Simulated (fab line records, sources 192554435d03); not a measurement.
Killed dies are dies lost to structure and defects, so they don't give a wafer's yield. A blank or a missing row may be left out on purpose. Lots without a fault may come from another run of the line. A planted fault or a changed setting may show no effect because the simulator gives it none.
A struck lot beside a sound one | flow n5_finfet | 19 steps out of a route of 1938
Sound: wafers L298.1, L298.2, L298.4. Struck: wafers L307.1, L307.3, L307.5. The cause comes at the end.
At each step with rows: each side's tool, then ch and its chambers, then its first start. Under that, the readings that differ: sound wafers | struck wafers | difference of the means | sigmas: that difference in standard deviations of wafers without a fault.
alike: readings whose means differ by less than 2 such deviations, and words and numbers that are the same on both sides. not compared: withheld readings, readings that some wafer has no value for, bounds like >300 that may hide the same value, and numbers for which the record gives no deviation and whose values overlap.
The two part at a step that has a row with sigmas, a row that says differs or no value, or rows on one side only. Numbers that don't overlap but have no deviation are shown without sigmas and don't part them. A reading that every wafer of one side lacks parts them only if that side has two wafers or more.

first, 1 step without rows for these wafers: N5_BEOL_M0_SAQP_ETCH_88 (etches underlayer in N2/H2, target depth 6.5 nm, time 5.2 s).
N5_BEOL_M0_SAQP_ETCH_73: etches SiARC in CF4, target depth 19.5 nm, time 32.5 s.
  sound on rie_diel-06 ch 0,1,2, day 6 00:29; struck on rie_diel-02 ch 0,2, day 8 08:22
  reading                         | sound          | struck         | difference | sigmas
  showerhead_plenum_p_Torr (Torr) | 2.05 2.11 2.03 | 2.27 2.22 2.27 | +0.19      | +2
  alike: drypump_motor_current_A, etch_rf_on_time_s, oes_product_au, rf_vpp_V, throttle_valve_pct
  not compared: rf_hours_counter_h
N5_BEOL_M0_SAQP_CUT_ETCH_46: etches SOC in N2/H2, target depth 135 nm, overetch 27 nm, time 202.5 s.
  sound on rie_diel-06 ch 0,1,2, day 6 00:31; struck on rie_diel-02 ch 0,2, day 8 08:25
  reading                         | sound             | struck            | difference | sigmas
  rf_vpp_V (V)                    | 520.5 523.1 520.9 | 529.4 526.5 528.6 | +6.7       | +2
  showerhead_plenum_p_Torr (Torr) | 2.43 2.48 2.40    | 2.71 2.64 2.71    | +0.25      | +2
  alike: drypump_motor_current_A, throttle_valve_pct
  not compared: rf_hours_counter_h
then, 2 steps without rows for these wafers: N5_BEOL_M0_SAQP_STRIP_74 (strips in N2/H2); N5_BEOL_M0_SAQP_STRIP_89 (strips in N2/H2).
N5_BEOL_M0_SAQP_ALD_48: deposits SiO2, target thk 20 nm, pulse time 1 s, co reactant pulse time 1 s.
  sound on ald_sin-03 ch 1,2,3, day 6 00:43; struck on ald_sin-02 ch 1,2,3, day 8 08:37
  alike: chamber_pressure_Torr, heater_power_outer_w, heater_power_w, precursor_pulse_height_rel
N5_BEOL_M0_SAQP_ETCH_49: etches SiO2 in CF4/O2, target depth 37 nm.
  sound on rie_diel-06 ch 1,2,3, day 6 01:15; struck on rie_diel-06 ch 0,3, day 8 09:15
  alike: drypump_motor_current_A, oes_product_au, rf_vpp_V, showerhead_plenum_p_Torr, throttle_valve_pct
  not compared: rf_hours_counter_h
N5_BEOL_M0_SAQP_STRIP_75: strips in CF4.
  sound on rie_diel-06 ch 1,2,3, day 6 01:21; struck on rie_diel-06 ch 0,3, day 8 09:21
  alike: drypump_motor_current_A, oes_product_au, rf_vpp_V, showerhead_plenum_p_Torr, throttle_valve_pct
  not compared: rf_hours_counter_h
then, 4 steps without rows for these wafers: N5_BEOL_M0_CUTY_COAT_50 (time 60 s, resist thk 15 nm); N5_BEOL_M0_CUTY_COAT_51 (resist thk 150 nm); N5_BEOL_M0_CUTY_EBR_52; N5_BEOL_M0_CUTY_SOFTBAKE_53 (time 60 s).
N5_BEOL_M0_CUTY_EXPOSE_54: exposes mask M0 ABLK.
  sound on arfi_scanner-01 ch 0, day 6 01:37; struck on arfi_scanner-01 ch 0, day 8 09:37
  reading                              | sound | struck | difference | sigmas
  model.BEOL_M0_CUTY.overlay_x_nm (nm) | 0 0 0 | 6 6 6  | +6         |
  alike: mask
then, 2 steps without rows for these wafers: N5_BEOL_M0_CUTY_PEB_55 (peb time 60 s); N5_BEOL_M0_CUTY_DEVELOP_56 (develop time 30 s).
N5_BEOL_M0_CUTY_CD_MEAS_57: target cd 200 nm.
  sound on cd_sem-01 ch 0, day 6 01:44; struck on cd_sem-03 ch 0, day 8 09:44
  alike: cd_nm
N5_BEOL_M0_CUTY_OVL_MEAS_58:
  sound on overlay-02 ch 0, day 6 01:46; struck on overlay-02 ch 0, day 8 09:46
  reading          | sound        | struck      | difference | sigmas
  M0_ABLK_OVL (nm) | -0.5 0.8 0.1 | 5.0 5.4 5.6 | +5.2       | +8
N5_BEOL_M0_CUTY_INSPECT_59: inspects for defects (macro).
  sound on defect_inspect-01, day 6 01:47; struck on defect_inspect-02, day 8 09:47
  alike: raw_defect_count
then, 1 step without rows for these wafers: N5_PASSIVATION_PROBE_49.

WHERE THEY PART
First at N5_BEOL_M0_SAQP_ETCH_73; last, within this record, at N5_BEOL_M0_CUTY_OVL_MEAS_58. Later steps at which nothing parts them and some readings are alike: N5_BEOL_M0_CUTY_INSPECT_59.

WHY: what the simulator had put in
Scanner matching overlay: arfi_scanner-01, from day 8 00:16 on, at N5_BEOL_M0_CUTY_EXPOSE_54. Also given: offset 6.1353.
